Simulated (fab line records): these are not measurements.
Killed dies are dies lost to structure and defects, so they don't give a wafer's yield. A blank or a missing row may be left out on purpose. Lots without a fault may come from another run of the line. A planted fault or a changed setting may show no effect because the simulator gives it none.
What tool caused it? ; flow n5Finfet ; route of 1938 steps, sampled at 1 step: 24 lots, 72 wafers

== WHAT EACH GAUGE READ, for each wafer ==
N5_BEOL_M5_CD_MEAS_18: pitch 56 nm, target cd 28 nm.
lot;measured;on;cdNm (nm)
L074;day 9 01:08;cdSem-03;27.9 27.4 27.9
L075;day 9 07:32;cdSem-03;27.8 28.3 27.9
L076;day 9 11:23;cdSem-02;27.4 28.1 27.9
L078;day 10 03:57;cdSem-03;28.0 28.2 27.9
L077;day 10 13:13;cdSem-03;28.2 28.3 27.7
L079;day 11 04:37;cdSem-03;27.8 27.9 27.5
L080;day 11 05:06;cdSem-01;27.7 28.5 28.5
L081;day 11 10:23;cdSem-03;27.5 27.8 27.5
L082;day 11 10:31;cdSem-03;27.5 27.8 27.9
L083;day 12 16:38;cdSem-02;27.9 27.9 27.8
L084;day 13 04:29;cdSem-01;27.3 27.1 28.2
L085;day 13 07:35;cdSem-02;27.6 28.2 28.0
L086;day 13 12:31;cdSem-02;28.0 27.9 27.8
L088;day 13 13:12;cdSem-03;27.5 28.0 27.8
L087;day 13 20:37;cdSem-03;28.3 27.8 27.8
L089;day 13 21:22;cdSem-01;28.5 27.2 28.1
L090;day 13 23:40;cdSem-01;27.9 28.5 28.1
L092;day 14 05:32;cdSem-02;28.3 27.6 28.0
L094;day 14 15:26;cdSem-02;27.6 28.0 28.3
L091;day 14 15:34;cdSem-02;27.6 27.6 27.8
L095;day 14 19:02;cdSem-02;28.3 27.7 28.1
L093;day 15 01:02;cdSem-01;28.0 27.6 28.5
L096;day 15 01:15;cdSem-03;27.9 28.5 28.2
L097;day 16 04:31;cdSem-03;27.4 28.1 28.0

== WHICH TOOL RAN EACH LOT (tool, then ch and the chambers of the sampled wafers, then the start) ==
No process step before these readings appears in the record.

== AS READ BY THE TOOLS THEMSELVES (means over the sampled wafers that have a number; for cases with no such wafer, the mark the record gives instead) ==
The record holds no such reading with a usual standard deviation.

== THE ANSWER, worked out from the rows above alone ==
Rule: the usual values come from the lots themselves. The widest of any qualifying gaps counts: lots, ordered by their means at a reading, are off when they make up no more than a third of the lots, leave a main group of 4 or more, and stand apart from it by 3 or more times the standard deviation of that group's means. If all means in a main group match to the digits the tables above print for the reading, that group is not used. A lot without any number at a reading at which 4 lots or more have one is off too. The other lots that the step has rows for count as sound. The gauges are gone through in route order, then the tools' own readings, and for those a lot's mean is taken as printed above. The first step at which some lot is off is used, and at that step the reading that is off furthest; a lot without a number counts as furthest.
None of the lots is off at any reading shown; this tells nothing.

== WHAT THE SIMULATOR PUT IN ==
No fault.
